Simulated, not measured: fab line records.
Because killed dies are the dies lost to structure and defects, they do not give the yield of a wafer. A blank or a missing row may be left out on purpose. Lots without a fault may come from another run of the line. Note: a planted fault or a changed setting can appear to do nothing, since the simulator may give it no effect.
Which tool was responsible? :: flow nandHarc :: Sampling: 13 lots, 39 wafers, 6 of 1302 route steps

## WHAT THE GAUGES READ, wafer by wafer
NHARC_P_ZERO_WELL_CD_MEAS_52: target cd 2000 nm.
lot: L373
measured: day 2 02:17
on: cdSem-01
cdNm (nm): 1998.8 2000.2 1997.9

lot: L375
measured: day 2 22:17
on: cdSem-03
cdNm (nm): 2004.5 1997.9 2001.0

lot: L376
measured: day 3 07:50
on: cdSem-01
cdNm (nm): 1999.9 2000.0 2000.6

lot: L377
measured: day 3 17:52
on: cdSem-02
cdNm (nm): 2000.9 1999.0 1996.8

lot: L378
measured: day 4 03:55
on: cdSem-01
cdNm (nm): 2000.9 2000.8 2001.1

lot: L379
measured: day 4 14:12
on: cdSem-03
cdNm (nm): 1998.9 1998.7 2000.3

lot: L380
measured: day 5 00:03
on: cdSem-02
cdNm (nm): 1998.6 2001.8 2001.1

lot: L381
measured: day 5 09:47
on: cdSem-02
cdNm (nm): 1998.5 2003.5 2003.7

lot: L384
measured: day 6 15:46
on: cdSem-01
cdNm (nm): 1998.8 2000.5 1998.3

lot: L385
measured: day 7 02:55
on: cdSem-01
cdNm (nm): 1865.8 1868.4 1866.5

lot: L386
measured: day 7 11:58
on: cdSem-01
cdNm (nm): 2003.4 2001.8 2003.5

lot: L395
measured: day 11 05:40
on: cdSem-01
cdNm (nm): 2001.1 1998.5 2001.1

lot: L396
measured: day 11 15:48
on: cdSem-03
cdNm (nm): 2002.7 2002.2 2000.4

NHARC_P_STI_INSPECT_11.
lot: L373
measured: day 3 00:55
on: defectInspect-02
rawDefectCount: 3 7 4

lot: L375
measured: day 3 15:19
on: defectInspect-01
rawDefectCount: 8 8 12

lot: L376
measured: day 4 02:30
on: defectInspect-02
rawDefectCount: 10 4 7

lot: L377
measured: day 4 12:08
on: defectInspect-02
rawDefectCount: 6 3 2

lot: L378
measured: day 4 23:11
on: defectInspect-01
rawDefectCount: 8 6 8

lot: L379
measured: day 5 08:19
on: defectInspect-02
rawDefectCount: 2 7 0

lot: L380
measured: day 5 19:22
on: defectInspect-02
rawDefectCount: 7 7 4

lot: L381
measured: day 6 07:50
on: defectInspect-02
rawDefectCount: 7 5 3

lot: L384
measured: day 7 14:11
on: defectInspect-02
rawDefectCount: 4 5 4

lot: L385
measured: day 7 22:17
on: defectInspect-01
rawDefectCount: 9 2 6

lot: L386
measured: day 8 05:11
on: defectInspect-02
rawDefectCount: 6 5 9

lot: L395
measured: day 12 00:11
on: defectInspect-02
rawDefectCount: 2 3 9

lot: L396
measured: day 12 10:04
on: defectInspect-02
rawDefectCount: 17 8 5

NHARC_P_GATE_INSPECT_28.
lot: L373
measured: day 5 09:53
on: defectInspect-01
rawDefectCount: 4 3 6

lot: L375
measured: day 6 01:34
on: defectInspect-01
rawDefectCount: 4 5 9

lot: L376
measured: day 6 07:44
on: defectInspect-01
rawDefectCount: 10 16 10

lot: L377
measured: day 6 18:15
on: defectInspect-01
rawDefectCount: 5 4 3

lot: L378
measured: day 7 18:27
on: defectInspect-01
rawDefectCount: 4 11 6

lot: L379
measured: day 8 06:11
on: defectInspect-02
rawDefectCount: 3 2 1

lot: L380
measured: day 8 13:06
on: defectInspect-02
rawDefectCount: 12 6 11

lot: L381
measured: day 8 16:17
on: defectInspect-01
rawDefectCount: 5 3 3

lot: L384
measured: day 9 22:11
on: defectInspect-02
rawDefectCount: 9 10 10

lot: L385
measured: day 10 05:44
on: defectInspect-02
rawDefectCount: 4 6 4

lot: L386
measured: day 10 07:11
on: defectInspect-02
rawDefectCount: 13 6 12

lot: L395
measured: day 14 04:25
on: defectInspect-02
rawDefectCount: 4 2 5

lot: L396
measured: day 14 13:01
on: defectInspect-02
rawDefectCount: 2 5 6

NHARC_END_SORT_01.
lot: L385
measured: day 29 14:08
on: prober-01
killedAtArray: 75
killedAtOther: 0
killedAtPeriphery: 8
killedDies: 83
killedOpen: 3
killedShort: 0

## WHICH TOOL RAN EACH LOT (tool, then ch and the chambers of the sampled wafers, then the start)
lot: L373
NHARC_P_ZERO_WELL_EXPOSE_49: krfScanner-04 ch 0, day 2 02:07
NHARC_P_STI_ETCH_15: rieSi-04 ch 0,1,3, day 3 01:19

lot: L375
NHARC_P_ZERO_WELL_EXPOSE_49: krfScanner-01 ch 0, day 2 22:08
NHARC_P_STI_ETCH_15: rieSi-03 ch 2,3, day 3 15:45

lot: L376
NHARC_P_ZERO_WELL_EXPOSE_49: krfScanner-02 ch 0, day 3 07:40
NHARC_P_STI_ETCH_15: rieSi-05 ch 0,2,3, day 4 02:55

lot: L377
NHARC_P_ZERO_WELL_EXPOSE_49: krfScanner-01 ch 0, day 3 17:43
NHARC_P_STI_ETCH_15: rieSi-04 ch 1,3, day 4 12:35

lot: L378
NHARC_P_ZERO_WELL_EXPOSE_49: krfScanner-02 ch 0, day 4 03:45
NHARC_P_STI_ETCH_15: rieSi-04 ch 0,3, day 4 23:36

lot: L379
NHARC_P_ZERO_WELL_EXPOSE_49: krfScanner-02 ch 0, day 4 14:03
NHARC_P_STI_ETCH_15: rieSi-03 ch 1,3, day 5 08:44

lot: L380
NHARC_P_ZERO_WELL_EXPOSE_49: krfScanner-01 ch 0, day 4 23:53
NHARC_P_STI_ETCH_15: rieSi-05 ch 0,3, day 5 19:46

lot: L381
NHARC_P_ZERO_WELL_EXPOSE_49: krfScanner-01 ch 0, day 5 09:38
NHARC_P_STI_ETCH_15: rieSi-03 ch 2,3, day 6 08:15

lot: L384
NHARC_P_ZERO_WELL_EXPOSE_49: krfScanner-04 ch 0, day 6 15:36
NHARC_P_STI_ETCH_15: rieSi-05 ch 0,2,3, day 7 14:37

lot: L385
NHARC_P_ZERO_WELL_EXPOSE_49: krfScanner-02 ch 0, day 7 02:45
NHARC_P_STI_ETCH_15: rieSi-05 ch 1,2,3, day 7 22:44

lot: L386
NHARC_P_ZERO_WELL_EXPOSE_49: krfScanner-01 ch 0, day 7 11:48
NHARC_P_STI_ETCH_15: rieSi-03 ch 1,3, day 8 05:37

lot: L395
NHARC_P_ZERO_WELL_EXPOSE_49: krfScanner-04 ch 0, day 11 05:31
NHARC_P_STI_ETCH_15: rieSi-04 ch 1,2,3, day 12 00:36

lot: L396
NHARC_P_ZERO_WELL_EXPOSE_49: krfScanner-02 ch 0, day 11 15:38
NHARC_P_STI_ETCH_15: rieSi-04 ch 0,2,3, day 12 10:29
- NHARC_P_ZERO_WELL_EXPOSE_49: exposes mask P HVPW, target cd 2000 nm.
- NHARC_P_STI_ETCH_15: etches the open film in HBr/Cl2, target depth 300 nm, time 100.1 s.

## AS READ BY THE TOOLS THEMSELVES (means over the sampled wafers that have a number; for cases with no such wafer, the mark the record gives instead)
NHARC_P_STI_ETCH_15.
lot: L373
tool: rieSi-04
drypumpMotorCurrentA (A): 6.1
oesProductAu (a.u.): 0.995
throttleValvePct (%): 26.398

lot: L375
tool: rieSi-03
drypumpMotorCurrentA (A): 4.9
oesProductAu (a.u.): 1.002
throttleValvePct (%): 26.404

lot: L376
tool: rieSi-05
drypumpMotorCurrentA (A): 5.7
oesProductAu (a.u.): 0.993
throttleValvePct (%): 26.415

lot: L377
tool: rieSi-04
drypumpMotorCurrentA (A): 5.6
oesProductAu (a.u.): 0.998
throttleValvePct (%): 26.397

lot: L378
tool: rieSi-04
drypumpMotorCurrentA (A): 5.7
oesProductAu (a.u.): 0.998
throttleValvePct (%): 26.406

lot: L379
tool: rieSi-03
drypumpMotorCurrentA (A): 5.8
oesProductAu (a.u.): 0.991
throttleValvePct (%): 26.409

lot: L380
tool: rieSi-05
drypumpMotorCurrentA (A): 5.7
oesProductAu (a.u.): 0.994
throttleValvePct (%): 26.402

lot: L381
tool: rieSi-03
drypumpMotorCurrentA (A): 5.2
oesProductAu (a.u.): 1.000
throttleValvePct (%): 26.404

lot: L384
tool: rieSi-05
drypumpMotorCurrentA (A): 5.7
oesProductAu (a.u.): 0.993
throttleValvePct (%): 26.403

lot: L385
tool: rieSi-05
drypumpMotorCurrentA (A): 5.7
oesProductAu (a.u.): 0.998
throttleValvePct (%): 26.411

lot: L386
tool: rieSi-03
drypumpMotorCurrentA (A): 5.8
oesProductAu (a.u.): 1.007
throttleValvePct (%): 26.407

lot: L395
tool: rieSi-04
drypumpMotorCurrentA (A): 5.7
oesProductAu (a.u.): 1.007
throttleValvePct (%): 26.405

lot: L396
tool: rieSi-04
drypumpMotorCurrentA (A): 5.7
oesProductAu (a.u.): 0.997
throttleValvePct (%): 26.410

## THE ANSWER, worked out from the rows above alone
Rule: what is usual is taken from the lots themselves. Put in order of their means at a reading, lots are off if they are a third of the lots or fewer, leave a main group of 4 or more, and stand apart from it by a gap of 3 or more times the standard deviation of the main group's means; of several such gaps the widest counts. The tables above print the reading to a certain number of digits; a main group whose means all agree to those digits is not used. A lot without any number at a reading at which 4 lots or more have one is off too. All remaining lots with rows at the step are treated as sound. Order of review: gauges by route order, followed by the tools' own readings, for which a lot's mean as printed above is used. At the first step where some lot is off, the reading lying furthest off is the one used; lots without a number count as furthest.
Off: L385, at NHARC_P_ZERO_WELL_CD_MEAS_52 (cdNm). For the main group the mean is 2000.5 nm and the standard deviation 1.2.
If a tool, at a process step before that reading, ran all the lots that are off and no sound lot after the first of them, it fits. Those tools and the gauges at NHARC_P_ZERO_WELL_CD_MEAS_52 are tried in the same way. Not one of the candidates tried fits.

## WHAT THE SIMULATOR HAD PUT IN
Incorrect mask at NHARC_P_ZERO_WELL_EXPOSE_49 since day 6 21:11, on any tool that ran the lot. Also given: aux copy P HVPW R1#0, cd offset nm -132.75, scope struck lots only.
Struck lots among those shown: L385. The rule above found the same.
